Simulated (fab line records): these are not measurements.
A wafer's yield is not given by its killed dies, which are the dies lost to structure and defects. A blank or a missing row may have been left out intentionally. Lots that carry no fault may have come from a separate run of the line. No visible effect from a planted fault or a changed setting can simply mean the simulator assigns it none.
fab line records    flow nandHarc
[record] lots = 24  wafers = 72  lastDay = 33
route steps=1302 shown A_CONTACT@1041
lots untouched by any fault: they come from a run of this same line in which no faults occurred
startH: hours from the record's first day to the start of the lot's first wafer shown    waitH: hours since the lot's step before    " same as the row above    L1.1+2: one row covering several wafers at once    - no value, or no start given    * or withheld: withheld    < > ~ a bound
route shown NAME@n: names a module that has steps shown in the file, with the first one's number in the route    usual: mean and standard deviation over wafers with no fault    same: alike in all rows    chamber/n: place in a boat    sites: each site's reading    _std_site: their standard deviation    _edge_site: the outer-site mean with the inner-site mean subtracted    radiusMm: for every site, how far away it sits from the centre of the wafer    mask NAME#n: copy n    behind: tool/chamber where the wafer was last shaped    hold: reason for holding the lot/hours on hold/outcome of the hold    device: the n, p or np transistor that did not switch    end of line: the tests these same wafers got at the end of their route    where a step has no rows: the recipe by itself    killed: count of dies lost to structure and defects at first sort (not the wafer's yield)    map: per-die view of a wafer (x killed, . not killed, _ where there is no die)
set.NAME: the setting as run; set.NAME@STEP: as run at that earlier step    model.NAME: the simulator's own value behind a step, which no gauge read
a sample of lots followed through the steps of the route, with each step as a table and each wafer as a row
services: a tool's chamber out of use, with start hour (startH, from the record's first day; less than 0 if before it), hours out, and reason
[[steps]]
[step NHARC_A_CONTACT_INSPECT_71]
[usual] rawDefectCount = 90/38
lot.wafer  tool              chamber  startH  waitH  rawDefectCount
L074.1     defectInspect-02  -        496.90  0.0    97
L074.2     "                 -        "       "      115
L074.5     "                 -        "       "      124
L077.2     defectInspect-02  -        512.00  0.0    22
L077.3     "                 -        "       "      23
L077.5     "                 -        "       "      18
L076.3     defectInspect-02  -        515.76  0.0    99
L076.4     "                 -        "       "      95
L076.5     "                 -        "       "      108
L075.2     defectInspect-02  -        522.12  0.0    101
L075.4     "                 -        "       "      92
L075.5     "                 -        "       "      91
L078.1     defectInspect-01  -        536.59  0.0    91
L078.2     "                 -        "       "      75
L078.5     "                 -        "       "      71
L079.1     defectInspect-02  -        540.32  0.0    161
L079.3     "                 -        "       "      148
L079.4     "                 -        "       "      142
L081.1     defectInspect-01  -        555.58  0.0    113
L081.2     "                 -        "       "      135
L081.3     "                 -        "       "      113
L080.3     defectInspect-02  -        557.26  0.0    77
L080.5     "                 -        "       "      72
L080.6     "                 -        "       "      65
L083.2     defectInspect-02  -        577.57  0.0    126
L083.4     "                 -        "       "      147
L083.6     "                 -        "       "      119
L082.3     defectInspect-01  -        577.72  0.0    66
L082.4     "                 -        "       "      64
L082.5     "                 -        "       "      75
L084.2     defectInspect-02  -        601.40  0.0    119
L084.4     "                 -        "       "      109
L084.6     "                 -        "       "      125
L085.4     defectInspect-02  -        601.69  0.0    41
L085.5     "                 -        "       "      40
L085.6     "                 -        "       "      46
L086.3     defectInspect-02  -        624.73  0.0    64
L086.4     "                 -        "       "      70
L086.6     "                 -        "       "      71
L087.2     defectInspect-01  -        631.73  0.0    106
L087.5     "                 -        "       "      106
L087.6     "                 -        "       "      113
L089.1     defectInspect-01  -        648.05  0.0    148
L089.3     "                 -        "       "      140
L089.6     "                 -        "       "      137
L088.1     defectInspect-01  -        649.80  0.0    19
L088.4     "                 -        "       "      14
L088.5     "                 -        "       "      19
L091.2     defectInspect-01  -        658.54  0.0    99
L091.3     "                 -        "       "      94
L091.6     "                 -        "       "      104
L092.1     defectInspect-02  -        659.23  0.0    97
L092.3     "                 -        "       "      109
L092.6     "                 -        "       "      115
L090.3     defectInspect-01  -        661.15  0.0    74
L090.4     "                 -        "       "      68
L090.5     "                 -        "       "      57
L093.3     defectInspect-02  -        690.03  0.0    175
L093.4     "                 -        "       "      138
L093.5     "                 -        "       "      149
L094.1     defectInspect-02  -        696.00  0.0    140
L094.2     "                 -        "       "      111
L094.5     "                 -        "       "      129
L095.2     defectInspect-02  -        705.69  0.0    28
L095.3     "                 -        "       "      34
L095.5     "                 -        "       "      27
L097.3     defectInspect-02  -        733.10  0.0    54
L097.4     "                 -        "       "      60
L097.6     "                 -        "       "      61
L096.3     defectInspect-01  -        733.25  0.0    98
L096.5     "                 -        "       "      87
L096.6     "                 -        "       "      85
[step NHARC_A_CONTACT_ETCH_130]
[recipe] sourceW = withheld  pressureMtorr = 20  biasV = 3000  timeS = 197  targetDepthA = 19180  arFlowSccm = withheld  c4f8FlowSccm = withheld  o2FlowSccm = withheld  chemistry = C4F8/O2/Ar
lot.wafer  tool           chamber  startH  waitH  rfHoursCounterH
L074.1     harCapEtch-02  0        500.25  0.1    83
L074.2     "              1        "       "      83
L074.5     "              0        "       "      -
L077.2     harCapEtch-02  0        515.01  0.1    88
L077.3     "              0        "       "      -
L077.5     "              1        "       "      -
L076.3     harCapEtch-01  1        518.54  0.1    -
L076.4     "              0        "       "      -
L076.5     "              1        "       "      -
L075.2     harCapEtch-02  0        524.83  0.1    90
L075.4     "              0        "       "      -
L075.5     "              1        "       "      -
L078.1     harCapEtch-01  0        539.58  0.1    5
L078.2     "              1        "       "      5
L078.5     "              1        "       "      -
L079.1     harCapEtch-03  1        543.06  0.1    52
L079.3     "              0        "       "      -
L079.4     "              1        "       "      -
L081.2     harCapEtch-01  1        558.26  0.1    8
L081.1     "              0        "       "      8
L081.3     "              1        "       "      -
L080.3     harCapEtch-02  0        560.74  0.2    -
L080.5     "              1        "       "      -
L080.6     "              0        "       "      -
L083.2     harCapEtch-02  0        580.59  0.1    101
L083.4     "              0        "       "      -
L083.6     "              1        "       "      -
L082.4     harCapEtch-03  1        580.85  0.2    -
L082.3     "              0        "       "      -
L082.5     "              0        "       "      -
L084.2     harCapEtch-02  1        604.12  0.1    104
L084.4     "              1        "       "      -
L084.6     "              0        "       "      -
L085.4     harCapEtch-01  1        605.31  0.3    -
L085.6     "              1        "       "      -
L085.5     "              0        "       "      -
L086.4     harCapEtch-02  1        627.46  0.1    -
L086.3     "              0        "       "      -
L086.6     "              1        "       "      -
L087.2     harCapEtch-01  1        634.44  0.1    21
L087.6     "              0        "       "      -
L087.5     "              1        "       "      -
L089.1     harCapEtch-02  0        650.76  0.1    114
L089.3     "              0        "       "      -
L089.6     "              0        "       "      -
L088.1     harCapEtch-01  0        652.51  0.1    28
L088.4     "              0        "       "      -
L088.5     "              0        "       "      -
L091.2     harCapEtch-03  0        661.23  0.1    71
L091.3     "              0        "       "      -
L091.6     "              0        "       "      -
L092.1     harCapEtch-02  1        661.99  0.2    116
L092.3     "              1        "       "      -
L092.6     "              0        "       "      -
L090.4     harCapEtch-03  0        664.24  0.1    -
L090.3     "              1        "       "      -
L090.5     "              0        "       "      -
L093.3     harCapEtch-02  0        693.13  0.1    -
L093.4     "              1        "       "      -
L093.5     "              1        "       "      -
L094.1     harCapEtch-03  1        699.62  0.1    78
L094.2     "              0        "       "      78
L094.5     "              1        "       "      -
L095.2     harCapEtch-03  1        708.41  0.1    80
L095.3     "              0        "       "      -
L095.5     "              0        "       "      -
L097.4     harCapEtch-03  0        735.86  0.1    -
L097.3     "              1        "       "      -
L097.6     "              0        "       "      -
L096.3     harCapEtch-02  1        736.02  0.1    -
L096.5     "              1        "       "      -
L096.6     "              0        "       "      -
[step NHARC_A_CONTACT_ETCH_97]
[recipe] targetDepthA = 200  overEtchFrac = 0.5  timeS = 10  ionEnergyEv = 250  c4f6FlowSccm = 25  o2FlowSccm = 20  arFlowSccm = 500  rfW = 600  biasW = 500  chemistry = C4F6/O2
[usual] drypumpMotorCurrentA = 5.8/0.46  oesProductAu = 0.954/0.019  rfVppV = 547.4/3  showerheadPlenumPTorr = 3.95/0.14  throttleValvePct = 26.903/0.0094
lot.wafer  tool        chamber  startH  waitH  drypumpMotorCurrentA  oesProductAu  rfHoursCounterH  rfVppV  showerheadPlenumPTorr  throttleValvePct
L074.2     rieDiel-13  1        -       -      6.1                   0.927         27               546.8   3.91                   26.904
L074.1     "           3        "       "      5.3                   0.938         27               551.9   4.10                   26.912
L074.5     "           0        "       "      6.1                   0.950         -                546.9   3.96                   26.915
L077.3     rieDiel-13  1        -       -      6.1                   0.980         31               548.5   3.91                   26.899
L077.2     "           3        "       "      5.3                   0.997         30               551.7   4.10                   26.916
L077.5     "           2        "       "      4.8                   0.981         -                543.0   3.83                   26.900
L076.4     rieDiel-08  2        -       -      5.6                   0.963         49               547.0   3.92                   26.901
L076.3     "           0        "       "      6.2                   0.978         47               547.5   3.95                   26.902
L076.5     "           2        "       "      5.6                   0.952         -                547.3   3.92                   26.906
L075.2     rieDiel-04  2        -       -      5.6                   0.965         49               541.2   3.67                   26.913
L075.4     "           3        "       "      6.1                   0.956         51               547.2   3.93                   26.899
L075.5     "           2        "       "      5.6                   0.960         -                542.8   3.67                   26.905
L078.2     rieDiel-08  0        -       -      6.2                   0.949         58               548.3   3.94                   26.904
L078.1     "           1        "       "      5.9                   0.948         56               549.9   4.16                   26.912
L078.5     "           0        "       "      6.3                   0.941         -                548.0   3.94                   26.911
L079.1     rieDiel-13  3        -       -      5.3                   0.935         3                550.0   4.10                   26.897
L079.3     "           0        "       "      6.1                   0.966         3                546.5   3.96                   26.899
L079.4     "           1        "       "      6.2                   0.947         4                545.5   3.91                   26.915
L081.2     rieDiel-13  2        -       -      4.8                   0.948         9                544.2   3.82                   26.912
L081.1     "           3        "       "      5.3                   0.946         7                550.9   4.09                   26.887
L081.3     "           0        "       "      6.1                   0.970         6                547.6   3.96                   26.917
L080.3     rieDiel-13  3        -       -      5.3                   0.928         7                550.7   4.09                   26.895
L080.6     "           2        "       "      4.9                   0.934         -                544.6   3.82                   26.901
L080.5     "           3        "       "      5.3                   0.922         -                550.3   4.09                   26.922
L083.2     rieDiel-13  1        -       -      6.1                   0.958         8                547.0   3.90                   26.917
L083.4     "           3        "       "      5.3                   0.948         11               550.3   4.09                   26.917
L083.6     "           2        "       "      4.9                   0.945         -                545.0   3.82                   26.901
L082.3     rieDiel-08  1        -       -      5.9                   0.934         10               551.2   4.15                   26.905
L082.4     "           2        "       "      5.6                   0.945         8                547.3   3.91                   26.888
L082.5     "           1        "       "      5.9                   0.937         -                551.3   4.15                   26.920
L084.4     rieDiel-13  1        -       -      6.1                   0.987         11               546.3   3.90                   26.885
L084.2     "           3        "       "      5.3                   0.976         13               550.6   4.09                   26.893
L084.6     "           1        "       "      6.1                   0.978         -                545.4   3.90                   26.912
L085.4     rieDiel-04  3        -       -      6.2                   1.009         18               546.7   3.92                   26.901
L085.5     "           2        "       "      5.6                   1.008         -                542.6   3.66                   26.902
L085.6     "           3        "       "      6.1                   1.003         -                547.7   3.92                   26.913
L086.3     rieDiel-04  0        -       -      6.2                   0.952         26               553.2   4.18                   26.895
L086.4     "           3        "       "      6.2                   0.960         23               547.9   3.92                   26.908
L086.6     "           1        "       "      6.0                   0.968         -                545.4   3.84                   26.907
L087.2     rieDiel-04  2        -       -      5.6                   0.946         20               542.2   3.66                   26.892
L087.6     "           3        "       "      6.2                   0.953         -                546.4   3.91                   26.911
L087.5     "           0        "       "      6.2                   0.951         -                551.9   4.17                   26.899
L089.3     rieDiel-13  0        -       -      6.2                   0.954         19               546.7   3.95                   26.891
L089.1     "           2        "       "      4.8                   0.942         24               545.0   3.81                   26.904
L089.6     "           0        "       "      6.1                   0.946         -                547.7   3.95                   26.899
L088.4     rieDiel-08  2        -       -      5.6                   0.946         32               546.5   3.90                   26.903
L088.1     "           3        "       "      5.8                   0.948         29               551.8   4.14                   26.884
L088.5     "           2        "       "      5.7                   0.957         -                545.9   3.90                   26.918
L091.2     rieDiel-08  1        -       -      5.9                   0.951         34               551.1   4.14                   26.904
L091.3     "           3        "       "      5.8                   0.947         33               551.8   4.14                   26.893
L091.6     "           1        "       "      5.9                   0.949         -                550.7   4.14                   26.907
L092.1     rieDiel-13  1        -       -      6.1                   0.933         21               546.4   3.90                   26.914
L092.3     "           0        "       "      6.1                   0.960         22               547.6   3.95                   26.912
L092.6     "           1        "       "      6.1                   0.929         -                547.7   3.90                   26.911
L090.4     rieDiel-04  3        -       -      6.1                   0.940         34               546.7   3.91                   26.905
L090.3     "           2        "       "      5.6                   0.944         31               540.8   3.65                   26.917
L090.5     "           3        "       "      6.1                   0.952         -                548.6   3.91                   26.901
L093.4     rieDiel-13  1        -       -      6.1                   0.938         25               548.3   3.89                   26.906
L093.3     "           0        "       "      6.1                   0.963         26               547.0   3.95                   26.880
L093.5     "           2        "       "      4.9                   0.942         -                543.9   3.81                   26.906
L094.2     rieDiel-04  1        -       -      5.9                   0.953         50               544.2   3.83                   26.909
L094.1     "           0        "       "      6.2                   0.962         47               552.6   4.16                   26.916
L094.5     "           2        "       "      5.6                   0.952         -                540.2   3.64                   26.892
L095.3     rieDiel-04  3        -       -      6.2                   0.955         49               546.9   3.90                   26.914
L095.2     "           1        "       "      5.9                   0.959         51               546.1   3.83                   26.909
L095.5     "           0        "       "      6.2                   0.956         -                551.6   4.16                   26.884
L097.4     rieDiel-13  3        -       -      5.3                   0.944         3                550.0   4.08                   26.893
L097.3     "           0        "       "      6.1                   0.965         3                546.5   3.94                   26.903
L097.6     "           1        "       "      6.1                   0.935         -                548.4   3.89                   26.901
L096.3     rieDiel-13  1        -       -      6.2                   0.924         3                546.3   3.89                   26.909
L096.6     "           0        "       "      6.1                   0.950         -                545.4   3.94                   26.901
L096.5     "           1        "       "      6.1                   0.924         -                546.0   3.89                   26.893
[step NHARC_A_CONTACT_INSPECT_10]
[usual] rawDefectCount = 92/39
lot.wafer  tool              chamber  startH  waitH  rawDefectCount
L074.1     defectInspect-01  -        508.35  0.0    96
L074.2     "                 -        "       "      111
L074.5     "                 -        "       "      126
L077.2     defectInspect-02  -        523.34  0.0    20
L077.3     "                 -        "       "      25
L077.5     "                 -        "       "      20
L076.3     defectInspect-02  -        526.83  0.0    101
L076.4     "                 -        "       "      97
L076.5     "                 -        "       "      113
L075.2     defectInspect-01  -        531.29  0.0    97
L075.4     "                 -        "       "      100
L075.5     "                 -        "       "      95
L078.1     defectInspect-01  -        546.75  0.0    88
L078.2     "                 -        "       "      78
L078.5     "                 -        "       "      67
L079.1     defectInspect-02  -        548.58  0.0    161
L079.3     "                 -        "       "      151
L079.4     "                 -        "       "      148
L081.1     defectInspect-01  -        568.33  0.0    114
L081.2     "                 -        "       "      135
L081.3     "                 -        "       "      115
L080.3     defectInspect-01  -        568.95  0.0    77
L080.5     "                 -        "       "      74
L080.6     "                 -        "       "      64
L083.2     defectInspect-02  -        585.73  0.0    131
L083.4     "                 -        "       "      158
L083.6     "                 -        "       "      124
L082.3     defectInspect-01  -        586.18  0.0    66
L082.4     "                 -        "       "      61
L082.5     "                 -        "       "      72
L084.2     defectInspect-01  -        609.18  0.0    114
L084.4     "                 -        "       "      108
L084.6     "                 -        "       "      122
L085.4     defectInspect-01  -        612.42  0.0    39
L085.5     "                 -        "       "      42
L085.6     "                 -        "       "      39
L086.3     defectInspect-01  -        635.94  0.0    63
L086.4     "                 -        "       "      74
L086.6     "                 -        "       "      72
L087.2     defectInspect-01  -        640.25  0.0    102
L087.5     "                 -        "       "      113
L087.6     "                 -        "       "      116
L089.1     defectInspect-02  -        660.93  0.0    155
L089.3     "                 -        "       "      143
L089.6     "                 -        "       "      135
L088.1     defectInspect-01  -        664.65  0.0    17
L088.4     "                 -        "       "      17
L088.5     "                 -        "       "      20
L091.2     defectInspect-02  -        668.08  0.0    95
L091.3     "                 -        "       "      95
L091.6     "                 -        "       "      100
L092.1     defectInspect-01  -        669.23  0.0    98
L092.3     "                 -        "       "      112
L092.6     "                 -        "       "      117
L090.3     defectInspect-02  -        671.76  0.0    73
L090.4     "                 -        "       "      67
L090.5     "                 -        "       "      60
L093.3     defectInspect-01  -        699.11  0.0    180
L093.4     "                 -        "       "      143
L093.5     "                 -        "       "      148
L094.1     defectInspect-01  -        704.69  0.0    132
L094.2     "                 -        "       "      115
L094.5     "                 -        "       "      131
L095.2     defectInspect-01  -        713.46  0.0    32
L095.3     "                 -        "       "      42
L095.5     "                 -        "       "      33
L097.3     defectInspect-02  -        743.10  0.0    56
L097.4     "                 -        "       "      62
L097.6     "                 -        "       "      62
L096.3     defectInspect-02  -        744.11  0.0    102
L096.5     "                 -        "       "      90
L096.6     "                 -        "       "      89
[step NHARC_A_CONTACT_ETCH_110]
[recipe] targetDepthA = 600  overetchA = 60  timeS = 33  ionEnergyEv = 100  cf4FlowSccm = 80  o2FlowSccm = 20  arFlowSccm = 0  rfW = 300  biasW = 100  chemistry = CF4/O2
[usual] drypumpMotorCurrentA = 5.7/0.49  oesProductAu = 0.999/0.011  rfVppV = 197.9/1.3  showerheadPlenumPTorr = 1.34/0.049  throttleValvePct = 13.397/0.0088
lot.wafer  tool        chamber  startH  waitH  drypumpMotorCurrentA  oesProductAu  rfHoursCounterH  rfVppV  showerheadPlenumPTorr  throttleValvePct
L074.1     rieDiel-04  1        511.88  0.1    5.9                   1.012         45               198.5   1.31                   13.410
L074.2     "           2        "       "      5.6                   1.011         44               196.0   1.24                   13.407
L074.5     "           2        "       "      5.6                   0.998         -                196.2   1.24                   13.401
L077.2     rieDiel-04  0        527.85  0.4    6.2                   0.993         53               200.4   1.43                   13.412
L077.3     "           1        "       "      5.9                   1.016         51               197.2   1.31                   13.381
L077.5     "           0        "       "      6.2                   0.994         -                200.6   1.43                   13.402
L076.4     rieDiel-04  1        530.95  0.1    5.9                   1.019         52               197.5   1.31                   13.392
L076.3     "           3        "       "      6.1                   0.989         52               199.3   1.34                   13.397
L076.5     "           1        "       "      5.9                   1.012         -                197.6   1.31                   13.376
L075.2     rieDiel-13  1        535.86  0.1    6.1                   0.991         2                196.2   1.33                   13.392
L075.5     "           2        "       "      4.8                   0.984         -                196.5   1.30                   13.395
L075.4     "           3        "       "      5.3                   0.970         -                198.8   1.40                   13.391
L078.1     rieDiel-04  1        551.00  0.1    5.9                   1.030         3                197.7   1.31                   13.398
L078.2     "           0        "       "      6.2                   0.994         3                199.7   1.43                   13.397
L078.5     "           3        "       "      6.1                   1.002         -                197.1   1.34                   13.404
L079.1     rieDiel-04  1        552.33  0.1    5.9                   1.013         3                197.0   1.31                   13.399
L079.3     "           3        "       "      6.1                   0.991         3                196.3   1.34                   13.414
L079.4     "           3        "       "      6.1                   0.992         -                198.2   1.34                   13.396
L081.1     rieDiel-13  0        572.09  0.1    6.1                   1.012         8                197.6   1.35                   13.394
L081.3     "           2        "       "      4.8                   0.998         12               197.1   1.30                   13.387
L081.2     "           3        "       "      5.3                   0.998         9                198.2   1.40                   13.408
L080.3     rieDiel-13  2        573.32  0.1    4.9                   0.993         12               197.4   1.30                   13.397
L080.6     "           0        "       "      6.1                   1.007         -                197.8   1.35                   13.400
L080.5     "           3        "       "      5.3                   0.997         -                198.0   1.40                   13.409
L083.2     rieDiel-13  3        589.27  0.1    5.3                   0.978         12               199.1   1.40                   13.395
L083.4     "           0        "       "      6.1                   1.012         11               198.6   1.35                   13.390
L083.6     "           3        "       "      5.3                   0.986         -                200.3   1.40                   13.396
L082.3     rieDiel-13  2        590.02  0.1    4.8                   0.990         15               195.7   1.30                   13.381
L082.4     "           0        "       "      6.1                   1.006         11               197.8   1.35                   13.387
L082.5     "           1        "       "      6.1                   0.994         -                198.2   1.33                   13.400
L084.2     rieDiel-08  2        612.77  0.1    5.6                   1.005         19               197.6   1.33                   13.393
L084.6     "           1        "       "      5.9                   0.990         -                199.1   1.42                   13.394
L084.4     "           2        "       "      5.6                   1.000         -                198.0   1.33                   13.407
L085.4     rieDiel-13  0        615.95  0.1    6.1                   1.003         13               199.0   1.35                   13.406
L085.6     "           0        "       "      6.1                   1.009         -                198.2   1.35                   13.401
L085.5     "           1        "       "      6.1                   0.981         -                197.9   1.33                   13.390
L086.4     rieDiel-13  0        639.49  0.1    6.1                   1.016         18               197.3   1.35                   13.408
L086.3     "           1        "       "      6.1                   1.003         17               197.5   1.33                   13.396
L086.6     "           2        "       "      4.8                   1.002         -                198.5   1.29                   13.403
L087.2     rieDiel-04  3        643.87  0.1    6.1                   1.003         27               197.5   1.33                   13.402
L087.5     "           2        "       "      5.6                   0.995         -                197.2   1.24                   13.400
L087.6     "           3        "       "      6.1                   1.002         -                197.9   1.33                   13.399
L089.3     rieDiel-13  0        664.66  0.1    6.1                   1.002         22               198.2   1.34                   13.396
L089.1     "           1        "       "      6.1                   0.990         21               198.0   1.33                   13.385
L089.6     "           3        "       "      5.2                   0.979         -                198.1   1.39                   13.411
L088.1     rieDiel-13  0        668.20  0.1    6.1                   1.011         22               198.3   1.34                   13.406
L088.4     "           1        "       "      6.2                   0.997         21               197.7   1.33                   13.396
L088.5     "           0        "       "      6.1                   1.008         -                198.5   1.34                   13.393
L091.3     rieDiel-13  0        671.73  0.1    6.1                   1.015         24               198.1   1.34                   13.391
L091.2     "           1        "       "      6.1                   1.008         22               196.5   1.32                   13.379
L091.6     "           3        "       "      5.3                   1.001         -                197.9   1.39                   13.405
L092.3     rieDiel-13  2        672.77  0.0    4.9                   0.995         28               195.9   1.29                   13.397
L092.1     "           1        "       "      6.2                   0.993         23               197.6   1.33                   13.404
L092.6     "           2        "       "      4.8                   1.006         -                198.3   1.29                   13.403
L090.4     rieDiel-13  3        676.29  0.1    5.3                   0.996         25               197.8   1.39                   13.400
L090.3     "           0        "       "      6.1                   1.004         24               197.2   1.34                   13.396
L090.5     "           2        "       "      4.8                   0.984         -                196.3   1.29                   13.389
L093.4     rieDiel-04  1        702.90  0.1    5.9                   1.010         50               196.3   1.30                   13.396
L093.3     "           2        "       "      5.6                   0.992         45               196.4   1.23                   13.394
L093.5     "           1        "       "      5.9                   1.016         -                195.0   1.30                   13.404
L094.1     rieDiel-08  2        708.24  0.1    5.6                   0.983         47               198.3   1.32                   13.415
L094.2     "           0        "       "      6.2                   1.005         50               198.3   1.33                   13.411
L094.5     "           1        "       "      5.9                   1.004         -                198.2   1.41                   13.393
L095.3     rieDiel-13  2        717.02  0.1    4.9                   1.007         1                197.0   1.29                   13.412
L095.2     "           3        "       "      5.3                   1.003         1                198.8   1.39                   13.406
L095.5     "           0        "       "      6.1                   1.016         -                198.0   1.34                   13.404
L097.4     rieDiel-13  2        746.85  0.1    4.9                   1.013         5                198.3   1.29                   13.409
L097.3     "           3        "       "      5.3                   1.004         5                201.0   1.39                   13.403
L097.6     "           1        "       "      6.1                   0.989         -                197.9   1.32                   13.383
L096.3     rieDiel-08  2        748.39  0.2    5.6                   1.017         8                197.4   1.32                   13.397
L096.5     "           0        "       "      6.2                   1.005         -                197.5   1.33                   13.400
L096.6     "           1        "       "      5.9                   1.008         -                199.9   1.41                   13.394
[step NHARC_A_CONTACT_STRIP_26]
[recipe] o2FlowSccm = 500  arFlowSccm = 0  biasW = 0  chemistry = O2
[usual] drypumpMotorCurrentA = 5.7/0.5  oesProductAu = 0.998/0.011  rfVppV = 57.7/0.86  showerheadPlenumPTorr = 3.54/0.12  throttleValvePct = 17.037/0.0092
lot.wafer  tool        chamber  startH  waitH  drypumpMotorCurrentA  oesProductAu  rfHoursCounterH  rfVppV  showerheadPlenumPTorr  throttleValvePct
L074.2     rieDiel-04  0        -       -      6.2                   0.992         47               57.5    3.78                   17.057
L074.1     "           1        "       "      5.9                   1.017         45               59.3    3.47                   17.029
L074.5     "           1        "       "      5.9                   1.008         -                57.2    3.47                   17.020
L077.3     rieDiel-04  3        -       -      6.1                   0.997         51               57.5    3.53                   17.026
L077.2     "           0        "       "      6.2                   0.999         53               58.2    3.78                   17.030
L077.5     "           2        "       "      5.6                   1.001         -                57.9    3.29                   17.042
L076.4     rieDiel-04  2        -       -      5.6                   1.010         50               58.9    3.29                   17.038
L076.3     "           0        "       "      6.2                   0.998         53               57.2    3.78                   17.035
L076.5     "           2        "       "      5.6                   1.004         -                57.4    3.29                   17.056
L075.2     rieDiel-13  1        -       -      6.1                   0.983         2                56.5    3.51                   17.032
L075.5     "           1        "       "      6.1                   0.991         -                58.0    3.51                   17.039
L075.4     "           2        "       "      4.8                   0.984         -                56.6    3.44                   17.058
L078.1     rieDiel-04  3        -       -      6.2                   0.992         3                58.4    3.53                   17.026
L078.2     "           0        "       "      6.2                   0.976         3                59.8    3.78                   17.035
L078.5     "           1        "       "      6.0                   1.018         -                57.1    3.46                   17.046
L079.1     rieDiel-04  3        -       -      6.1                   0.994         3                56.7    3.53                   17.058
L079.3     "           1        "       "      6.0                   1.014         3                58.7    3.46                   17.037
L079.4     "           1        "       "      5.9                   1.013         -                57.5    3.46                   17.032
L081.1     rieDiel-13  3        -       -      5.3                   0.987         9                58.2    3.68                   17.040
L081.3     "           0        "       "      6.2                   1.004         8                56.9    3.56                   17.036
L081.2     "           2        "       "      4.9                   0.994         12               56.5    3.43                   17.024
L080.3     rieDiel-13  3        -       -      5.3                   0.993         10               59.1    3.68                   17.033
L080.5     "           3        "       "      5.3                   0.991         -                59.2    3.68                   17.031
L080.6     "           0        "       "      6.1                   1.016         -                58.5    3.56                   17.047
L083.4     rieDiel-13  1        -       -      6.1                   0.995         9                56.7    3.51                   17.032
L083.2     "           2        "       "      4.8                   0.997         15               57.4    3.43                   17.034
L083.6     "           1        "       "      6.1                   1.003         -                58.9    3.51                   17.035
L082.4     rieDiel-13  0        -       -      6.1                   1.007         11               57.8    3.56                   17.046
L082.3     "           2        "       "      4.8                   0.988         15               56.9    3.43                   17.041
L082.5     "           1        "       "      6.1                   0.996         -                58.3    3.51                   17.034
L084.2     rieDiel-08  1        -       -      5.9                   0.997         18               59.0    3.73                   17.031
L084.4     "           2        "       "      5.6                   1.001         -                57.3    3.51                   17.035
L084.6     "           0        "       "      6.2                   0.989         -                58.9    3.54                   17.032
L085.4     rieDiel-13  2        -       -      4.9                   0.999         17               57.4    3.43                   17.021
L085.5     "           2        "       "      4.9                   1.000         -                57.6    3.43                   17.042
L085.6     "           3        "       "      5.3                   0.985         -                57.0    3.68                   17.032
L086.3     rieDiel-13  2        -       -      4.9                   1.004         22               57.9    3.43                   17.051
L086.4     "           0        "       "      6.1                   1.008         18               59.4    3.55                   17.026
L086.6     "           2        "       "      4.9                   0.997         -                56.5    3.43                   17.042
L087.2     rieDiel-04  2        -       -      5.6                   1.002         22               56.7    3.28                   17.028
L087.5     "           2        "       "      5.6                   0.997         -                57.9    3.28                   17.044
L087.6     "           1        "       "      6.0                   1.012         -                56.2    3.45                   17.019
L089.3     rieDiel-13  3        -       -      5.3                   0.993         24               58.8    3.68                   17.046
L089.1     "           0        "       "      6.1                   1.006         22               58.1    3.55                   17.049
L089.6     "           3        "       "      5.3                   0.998         -                58.8    3.68                   17.039
L088.4     rieDiel-13  3        -       -      5.3                   0.990         24               57.8    3.67                   17.029
L088.1     "           1        "       "      6.2                   0.986         21               56.8    3.50                   17.051
L088.5     "           2        "       "      4.9                   0.992         -                57.5    3.42                   17.031
L091.3     rieDiel-13  2        -       -      4.9                   0.993         28               56.7    3.42                   17.032
L091.2     "           3        "       "      5.3                   0.996         25               58.0    3.67                   17.020
L091.6     "           1        "       "      6.2                   0.993         -                57.7    3.50                   17.021
L092.1     rieDiel-13  1        -       -      6.1                   0.983         23               58.0    3.50                   17.028
L092.3     "           2        "       "      4.9                   0.987         28               58.4    3.42                   17.038
L092.6     "           1        "       "      6.1                   0.990         -                59.2    3.50                   17.021
L090.4     rieDiel-13  1        -       -      6.1                   1.003         23               57.1    3.50                   17.024
L090.3     "           3        "       "      5.3                   0.988         25               56.6    3.67                   17.036
L090.5     "           2        "       "      4.9                   0.999         -                57.5    3.42                   17.031
L093.4     rieDiel-04  3        -       -      6.2                   0.999         47               58.2    3.51                   17.029
L093.3     "           2        "       "      5.6                   0.997         45               55.9    3.27                   17.043
L093.5     "           0        "       "      6.2                   0.998         -                58.1    3.75                   17.033
L094.1     rieDiel-08  3        -       -      5.8                   1.007         48               58.8    3.72                   17.024
L094.2     "           1        "       "      5.9                   0.988         52               57.6    3.71                   17.041
L094.5     "           0        "       "      6.2                   0.990         -                56.8    3.52                   17.029
L095.3     rieDiel-13  2        -       -      4.9                   1.010         1                58.0    3.42                   17.048
L095.2     "           0        "       "      6.2                   1.015         1                57.4    3.55                   17.042
L095.5     "           1        "       "      6.1                   1.000         -                57.3    3.50                   17.059
L097.3     rieDiel-13  2        -       -      4.9                   0.992         5                57.8    3.42                   17.033
L097.4     "           0        "       "      6.1                   1.026         5                58.3    3.55                   17.040
L097.6     "           3        "       "      5.3                   0.993         -                58.4    3.67                   17.036
L096.3     rieDiel-08  3        -       -      5.8                   1.007         9                57.8    3.71                   17.028
L096.5     "           1        "       "      5.9                   1.001         -                58.4    3.70                   17.036
L096.6     "           2        "       "      5.6                   1.009         -                58.1    3.49                   17.050
[[services]]
tool           chamber  startH  hours  kind
harCapEtch-01  -        494.23  0.3    repair
harCapEtch-01  -        497.00  17.0   pm
rieDiel-13     0        497.47  1.3    repair
rieDiel-13     1        498.04  -      clean
rieDiel-13     2        498.04  -      clean
rieDiel-13     3        498.04  -      clean
rieDiel-08     3        509.73  6.1    repair
rieDiel-13     -        519.00  9.0    pm
rieDiel-13     0        519.00  9.0    ventCycle
rieDiel-13     0        533.95  6.5    repair
rieDiel-04     -        534.44  9.0    pm
rieDiel-08     -        545.00  9.0    pm
rieDiel-13     1        565.20  13.9   repair
rieDiel-04     1        581.89  3.3    repair
rieDiel-08     3        607.24  8.4    repair
rieDiel-04     -        615.40  0.6    repair
harCapEtch-01  -        626.72  0.7    repair
rieDiel-04     0        642.90  5.8    repair
rieDiel-08     2        676.71  10.0   repair
rieDiel-13     -        696.00  9.0    pm
rieDiel-08     0        697.54  2.6    repair
rieDiel-04     -        713.26  9.0    pm
harCapEtch-01  -        714.15  20.4   repair
rieDiel-08     -        722.23  9.0    pm
[[key]]
fault none
